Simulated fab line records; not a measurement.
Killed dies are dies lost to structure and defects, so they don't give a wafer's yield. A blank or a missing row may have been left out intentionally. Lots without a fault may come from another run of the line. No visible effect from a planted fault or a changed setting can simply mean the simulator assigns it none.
A lot that was struck, set against a sound lot :: flow n5 finfet :: 41 steps out of a route of 1938
Sound: wafers L681.1, L681.3, L681.4. Wafers struck: L687.2, L687.3, L687.4. At the end, the cause is stated.
At each step with rows: each side's tool, then ch and its chambers, then its first start. Under that, the readings that differ: sound wafers :: struck wafers :: difference of the means :: sigmas: that difference in standard deviations of wafers without a fault.
alike: readings whose means differ by less than 2 such deviations, and words and numbers that are the same on both sides. not compared: withheld readings, readings that some wafer has no value for, bounds like >300 that may hide the same value, and numbers for which the record gives no deviation and whose values overlap.
A row with sigmas, a row that says differs or no value, or rows on one side alone: a step with any of these is where the two part. Non-overlapping numbers with no deviation appear without sigmas and do not part them. Lack of a reading on every wafer of one side parts them only where that side has two or more wafers.

first, 9 steps without rows for these wafers: N5_BEOL_M4_ANNEAL_95 (time 240 s); N5_BEOL_M4_SPUTTER_96 (material Cu, target thk 4.5 nm, time 8.29 s); N5_BEOL_M4_ECD_50 (material Cu, target thk 300 nm); N5_BEOL_M4_ANNEAL_51 (time 90 s); N5_BEOL_M4_CMP_52 (polishes, stops on SiOC, t overpolish 6.8 s, target thk 40 nm); N5_BEOL_M4_PRE_CLEAN_60 (time 15 s); N5_BEOL_M4_CO_CAP_55 (material Co, precursor CCTBA/H2, target thk 2 nm, time 102.1 s); N5_BEOL_M4_PRE_CLEAN_56 (time 15 s); N5_BEOL_M4_DEP_57 (deposits SiCN from 3MS/NH3, target thk 8 nm, time 14 s).
N5_BEOL_M4_RC_MEAS_101:
  sound on prober-02 ch 0, day 8 11:24; struck on prober-02 ch 0, day 10 00:25
  alike: DIBL_N, DIBL_P, IOFF_N, IOFF_P, ION_N, ION_P, SS_N, SS_P, VT_N, VT_P
then, 24 steps without rows for these wafers: N5_BEOL_M5_ILD_DEP_00 (deposits SiCOH lowk from DEMS/porogen, target thk 140.64 nm, time 25.9 s); N5_BEOL_M5_CURE_79 (cures SiCOH lowk, time 240 s); N5_BEOL_M5_PECVD_70 (deposits SiO2 from TEOS/O2, target thk 16 nm, time 18 s); N5_BEOL_M5_HM_DEP_02 (deposits TiN, target thk 20 nm); N5_BEOL_M5_COAT_59 (time 60 s, resist thk 60 nm); N5_BEOL_M5_COAT_60 (time 60 s, resist thk 12 nm); N5_BEOL_M5_COAT_71 (time 60 s, resist thk 5 nm); N5_BEOL_M5_COAT_05 (resist thk 30 nm); N5_BEOL_M5_EBR_07; N5_BEOL_M5_SOFTBAKE_06 (time 60 s); N5_BEOL_M5_EXPOSE_08 (exposes mask M5, target cd 28 nm); N5_BEOL_M5_PEB_09 (peb time 60 s); N5_BEOL_M5_DEVELOP_10 (develop time 30 s); N5_BEOL_M5_DESCUM_16 (chemistry O2, time 7 s); N5_BEOL_M5_ETCH_72 (etches underlayer in N2/H2, target depth 6.5 nm, time 5.2 s); N5_BEOL_M5_ETCH_61 (etches SiARC in CF4, target depth 15.6 nm, time 26 s); N5_BEOL_M5_ETCH_62 (etches SOC in N2/H2, target depth 75 nm, overetch 15 nm, time 112.5 s); N5_BEOL_M5_STRIP_63 (strips in N2/H2); N5_BEOL_M5_STRIP_73 (strips in N2/H2); N5_BEOL_M5_STRIP_64 (strips in CF4); N5_BEOL_M5_HM_OPEN_17 (chemistry Cl2/BCl3, target TiN, target depth 20 nm, overetch 6 nm); N5_BEOL_M5_STRIP_19 (strips in O2); N5_BEOL_M5_COAT_65 (time 60 s, resist thk 60 nm); N5_BEOL_M5_COAT_66 (time 60 s, resist thk 12 nm).
N5_BEOL_M6_TRENCH_ETCH_37: etches SiCOH lowk in C4F6/O2, target depth 94.435 nm, time 31.5 s.
  sound on rie diel-01 ch 0,1,2, day 9 03:06; struck on rie diel-01 ch 0,1,3, day 10 21:29
reading: oes product au (a.u.)
sound: 0.85 0.96 0.68
struck: 0.66 0.55 0.73
difference: -0.18
sigmas: -2

reading: model.etch.depth nm (nm)
sound: 94.64 95.17 93.14
struck: 64.01 63.92 64.46
difference: -30.19
sigmas: 

reading: model.BEOL_M6.feature depth nm (nm)
sound: 94.6 95.2 93.2
struck: 64 64 64.4
difference: -30
sigmas: 
  alike: drypump motor current A, rf vpp V, showerhead plenum p Torr, throttle valve pct
  not compared: rf hours counter h, model.TiN_of_BEOL_M6_HM_DEP_02.thk nm
N5_BEOL_M6_OCD_MEAS_38:
  struck on ocd-02, day 10 21:39; sound on ocd-02, day 9 03:15
reading: trench depth nm (nm)
sound: 94.3 95.4 93.0
struck: 64.4 64.4 64.5
difference: -29.8
sigmas: -19
N5_BEOL_M6_CMP_52: polishes, stops on SiCOH lowk, t overpolish 6.9 s, target thk 80 nm.
  sound on cmp-02 ch 1,2,3, day 9 05:23; struck on cmp-01 ch 0,1,2, day 10 23:45
reading: model.Cu_of_BEOL_M6_ECD_50.thk nm (nm)
sound: 79.6 79.8 77.4
struck: 50.4 50.2 50.6
difference: -28.5
sigmas: 
  alike: motor current A
N5_BEOL_M6_THK_MEAS_53: measures by xrf.
  struck on film metro-01, day 11 00:01; sound on film metro-02, day 9 05:41
reading: M6_THK (nm)
sound: 80.5 80.7 78.1
struck: 51.0 50.7 51.0
difference: -28.9
sigmas: -14
N5_BEOL_M6_RS_MEAS_57: a four-point-probe measurement.
  struck on film metro-01, day 11 00:10; sound on film metro-01, day 9 05:50
reading: M6_RS (ohm/sq)
sound: 0.288 0.286 0.297
struck: 0.499 0.504 0.497
difference: +0.210
sigmas: +25
-- here the record skips 3 days between the struck wafers' starts before and after, leaving off in module BEOL_M6 and picking up in module BEOL_M15 (first step shown: number 1830 of the route) --
N5_BEOL_M15_RC_MEAS_101:
  sound on prober-02 ch 0, day 12 02:38; struck on prober-02 ch 0, day 14 08:07
reading: SERP_M6 (ohm/um)
sound: 13.9 13.9 14.3
struck: 22.9 23.8 22.7
difference: +9.1
sigmas: +18

reading: SERP_M6_max_site (ohm/um)
sound: 15.0 14.4 15.2
struck: 24.3 26.1 23.7
difference: +9.8
sigmas: +17
  alike: COMB_M10, COMB_M11, COMB_M11_max_site, COMB_M12, COMB_M13, COMB_M14, COMB_M15, COMB_M5, COMB_M7, COMB_M8, COMB_M9, SERP_M10, SERP_M11, SERP_M12, SERP_M13, SERP_M14, SERP_M14_max_site, SERP_M5, SERP_M5_max_site, SERP_M7, SERP_M8, SERP_M9
N5_PASSIVATION_PROBE_49:
  struck on prober-02, day 14 22:23; sound on prober-02, day 12 16:27
reading: killed_at_M4_up
sound: 11 13 18
struck: 30 30 21
difference: +13
sigmas: +2

reading: sort_bin_8_speed (%)
sound: 0 0 0
struck: 1.44 1.61 0.76
difference: +1.27
sigmas: +16
  alike: defect limited yield, killed_at_M0_to_M3, killed at contacts, killed at front end, killed at other, killed dies, killed open, killed short, sort_bin_4_leakage, sort_bin_5_function, sort_bin_6_memory, sort n pass

WHERE THEY PART
Earliest at N5_BEOL_M6_TRENCH_ETCH_37; latest, in this record, at N5_PASSIVATION_PROBE_49.

WHY: what had been put in by the simulator
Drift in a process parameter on rie diel-01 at N5_BEOL_M6_TRENCH_ETCH_37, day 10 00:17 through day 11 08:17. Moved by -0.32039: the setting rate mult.
